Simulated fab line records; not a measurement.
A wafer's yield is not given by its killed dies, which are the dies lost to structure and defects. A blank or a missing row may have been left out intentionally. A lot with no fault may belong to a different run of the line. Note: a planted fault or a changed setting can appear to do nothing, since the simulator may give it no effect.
Split-lot experiment ; flow n5 finfet ; 7 lots, 39 wafers read, on a route of 1938 steps

== ON THE SPLIT ==
At N5_BEOL_M11_ILD_DEP_00 (deposits SiCOH lowk from DEMS/porogen, target thk 308.51 nm, time 58 s), the setting time s was moved away from the recipe's 58 s on 15 of the 39 wafers read, by -52.7% to +44.5%. All remaining wafers had this setting at the recipe value.

== BETWEEN THE SPLIT AND THE READING: the file shows 1 step in between ==
- N5_BEOL_M11_CURE_71: cures SiCOH lowk, time 240 s

== THE READING ==
At N5_BEOL_M11_THK_MEAS_01: M11_ILD_THK, given in nm. Typical for fault-free wafers on this fab line: 264 nm, with standard deviation 4.2 nm.

wafer;tool, chamber at the split;time s as run, s;against the recipe;M11_ILD_THK, nm;against lot-mates on the recipe
L074.1;pecvd-03, 0;67.14;+15.8%;302;+39
L074.2;pecvd-03, 2;67.14;+15.8%;306;+43
L074.3;pecvd-03, 1;58;recipe;260;-
L074.4;pecvd-03, 1;58;recipe;269;-
L074.5;pecvd-03, 2;58;recipe;261;-
L074.6;pecvd-03, 0;67.14;+15.8%;309;+46
L078.1;pecvd-01, 0;58;recipe;263;-
L078.2;pecvd-01, 1;27.46;-52.7%;124;-139
L078.3;pecvd-01, 2;58;recipe;261;-
L078.4;pecvd-01, 2;58;recipe;264;-
L078.5;pecvd-01, 1;27.46;-52.7%;122;-141
L078.6;pecvd-01, 0;27.46;-52.7%;128;-135
L081.1;pecvd-03, 1;83.82;+44.5%;386;+120
L081.2;pecvd-03, 0;83.82;+44.5%;378;+112
L081.3;pecvd-03, 2;83.82;+44.5%;379;+113
L081.4;pecvd-03, 1;58;recipe;270;-
L081.5;pecvd-03, 2;58;recipe;266;-
L081.6;pecvd-03, 0;58;recipe;262;-
L085.1;pecvd-03, 0;58;recipe;260;-
L085.2;pecvd-03, 2;58;recipe;262;-
L085.3;pecvd-03, 1;58;recipe;260;-
L085.4;pecvd-03, 2;58;recipe;268;-
L085.5;pecvd-03, 0;58;recipe;263;-
L085.6;pecvd-03, 1;58;recipe;268;-
L088.1;pecvd-02, 1;58;recipe;262;-
L088.2;pecvd-02, 0;58;recipe;270;-
L088.3;pecvd-02, 2;82.29;+41.9%;372;+104
L088.4;pecvd-02, 2;82.29;+41.9%;377;+109
L088.5;pecvd-02, 1;82.29;+41.9%;380;+112
L088.6;pecvd-02, 0;58;recipe;271;-
L090.1;pecvd-02, 0;58;recipe;267;-
L090.2;pecvd-02, 1;58;recipe;262;-
L090.6;pecvd-02, 1;58;recipe;266;-
L097.1;pecvd-02, 2;58;recipe;253;-
L097.2;pecvd-02, 0;40.39;-30.4%;179;-78
L097.3;pecvd-02, 1;58;recipe;259;-
L097.4;pecvd-02, 1;58;recipe;258;-
L097.5;pecvd-02, 2;40.39;-30.4%;177;-80
L097.6;pecvd-02, 0;40.39;-30.4%;184;-73

FIT RESULTS
A straight line over all 39 wafers: M11_ILD_THK changes by +2.67 nm for each +1% of time s; r = +1.00; the points scatter about the line by 4.1 nm.
The same after taking each lot's own level away (the mean of its wafers on the recipe; 39 wafers): +2.6 nm for each +1%; r = +1.00; scatter 3.3 nm.
That fit puts the effect of the largest move of time s on the reading at 1.4e+02 nm.
The span of the lots' own levels, 256.7 to 267.7 nm, comes to 2.6 times the standard deviation stated above.
Consequently the slope shifts little with the lot-to-lot level, the two slopes agreeing.
Check: for one of the wafers moved furthest among these (-52.7%), held out of the fit, the line's prediction against its lot-mates is -136 nm. It came out at -139 nm against them.

== ADDITIONAL SPLITS CARRIED BY THESE WAFERS ==
These wafers also went through other splits before the reading. Each is held against what the fit with the lots' levels taken away leaves over:
other split on the same wafers;wafers away from the commonest value;r with M11_ILD_THK (lot level and that fit taken away)
N5_BEOL_M5_TRENCH_ETCH_37 target depth a;15;+0.13
N5_BEOL_M7_DESCUM_33 time s;12;-0.04

== THE WHOLE CHAIN: every reading that the file lists as answering this split, in the file's order ==
step;what it does;reading;change (the file's fit);r (the file's)
N5_BEOL_M11_ILD_DEP_00;deposits SiCOH lowk from DEMS/porogen, target thk 308.51 nm, time 58 s;SiCOH_lowk_of_BEOL_M11_ILD_DEP_00.thk nm (the simulator's own value, which no gauge read);+2.94 nm for each +1% of the setting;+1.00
N5_BEOL_M11_CURE_71;cures SiCOH lowk, time 240 s;SiCOH_lowk_of_BEOL_M11_ILD_DEP_00.thk nm (the simulator's own value, which no gauge read);+2.6 nm for each +1% of the setting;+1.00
N5_BEOL_M11_THK_MEAS_01;;M11_ILD_THK;+2.6 for each +1% of the setting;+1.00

== THE FILE'S OWN FIT ==
M11_ILD_THK changes by +2.6 nm for each +1% of time s, r = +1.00.
